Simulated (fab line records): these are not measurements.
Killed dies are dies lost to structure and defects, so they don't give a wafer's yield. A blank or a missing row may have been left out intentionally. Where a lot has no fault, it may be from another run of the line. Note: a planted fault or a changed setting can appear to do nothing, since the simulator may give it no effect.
Chamber matching	flow n5-finfet	4 sister chambers for N5_MOL_CONTACT_COAG_ETCH_89 on rie-diel-04
The step etches underlayer in N2/H2, target depth 13 nm, time 10.4 s. 4 wafers are shown with their chamber, then 8 later ones without.

WAFERS WITH THEIR CHAMBER
wafer	chamber	drypump-motor-current-A (A)
L081.5	1	5.2
L086.3	2	5.8
L086.5	3	5.3
L087.1	0	5.6

WAFERS MISSING THEIR CHAMBER
wafer	drypump-motor-current-A (A)
L087.4	5.8
L087.5	5.8
L094.2	5.8
L094.4	5.6
L094.5	5.6
L095.3	5.2
L095.5	5.4
L095.6	5.6

THE CHAMBER EACH PASSED THROUGH
wafer	from the rows above	in truth
L087.4	2	2
L087.5	2	2
L094.2	2	2
L094.4	0	0
L094.5	0	0
L095.3	1	1
L095.5	3	3
L095.6	0	0
8 of 8 placed correctly. Not placeable from these rows: 0. Wrongly placed: 0.
How it was worked out, from the rows above alone: a wafer's distance from a chamber is the root of the sum, over the readings, of the square of ((its reading less the chamber's mean) divided by the reading's scatter). If the next closest chamber is less than 2 further off than the closest, the wafer can't be placed; otherwise it belongs to the closest. For every chamber, the mean is computed from those of its wafers that are shown. The scatter: with one shown wafer a chamber, the root of the mean of the squares of how far each hidden wafer lies from its nearest shown one.
